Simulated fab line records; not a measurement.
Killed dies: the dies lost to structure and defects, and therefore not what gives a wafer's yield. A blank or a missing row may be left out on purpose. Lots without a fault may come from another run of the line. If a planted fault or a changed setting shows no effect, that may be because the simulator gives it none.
Matching of chambers    flow n5 finfet    4 sister chambers for N5_BEOL_M8_ETCH_72 on rie diel-04
The step etches underlayer in N2/H2, target depth 6.5 nm, time 5.2 s. 18 wafers are shown with their chamber, then 9 later ones without.

== WAFERS WITH THEIR CHAMBER ==
wafer   chamber  drypump motor current A (A)  showerhead plenum p Torr (Torr)  throttle valve pct (%)
L075.1  2        5.7                          2.49                             17.95
L075.3  1        5.4                          2.59                             17.65
L075.5  2        5.8                          2.49                             17.95
L079.1  3        6.5                          2.61                             17.94
L079.2  0        5.2                          2.48                             17.16
L079.5  3        6.5                          2.61                             17.93
L082.1  1        5.4                          2.59                             17.70
L082.2  0        5.2                          2.48                             17.17
L082.4  2        5.8                          2.49                             17.55
L083.1  3        6.5                          2.61                             17.94
L083.3  0        5.2                          2.47                             17.15
L083.5  3        6.5                          2.61                             17.96
L087.3  3        6.5                          2.60                             17.97
L087.4  2        5.8                          2.48                             17.60
L087.5  1        5.3                          2.58                             17.73
L089.2  2        5.8                          2.48                             17.61
L089.4  0        5.3                          2.47                             17.19
L089.5  2        5.8                          2.48                             17.60

SIGNATURES (averages over the wafers above)
reading                   chamber 0  chamber 1  chamber 2  chamber 3  scatter within a chamber
drypump motor current A   5.225      5.367      5.783      6.500      0.0401
showerhead plenum p Torr  2.4750     2.5867     2.4850     2.6080     0.00532
throttle valve pct        17.1675    17.6933    17.7100    17.9480    0.113
Rule: a wafer lies at a distance from a chamber equal to the root of the sum of squares, over the readings, of (its reading less the chamber's mean, divided by the reading's scatter). The wafer belongs to the nearest chamber; if the next one is less than 2 further off, it can't be placed. How the scatter is found: for the shown wafers, subtract from each reading the mean of its chamber, square and add these, divide the total by (wafers less chambers), then take the root.

== WAFERS MISSING THEIR CHAMBER ==
wafer   drypump motor current A (A)  showerhead plenum p Torr (Torr)  throttle valve pct (%)
L093.2  5.4                          2.58                             17.75
L093.4  6.5                          2.60                             17.96
L093.6  6.5                          2.60                             17.98
L095.1  5.4                          2.57                             17.76
L095.3  5.2                          2.46                             17.26
L095.6  5.2                          2.46                             17.23
L097.1  5.8                          2.47                             17.63
L097.3  5.2                          2.46                             17.23
L097.6  5.2                          2.46                             17.24

== WHICH CHAMBER EACH WENT THROUGH ==
wafer   from the rows above  in truth
L093.2  1                    1
L093.4  3                    3
L093.6  3                    3
L095.1  1                    1
L095.3  0                    0
L095.6  0                    0
L097.1  2                    2
L097.3  0                    0
L097.6  0                    0
Correct placement for 9 of the 9. From these rows, 0 cannot be placed. Placed wrongly: 0.
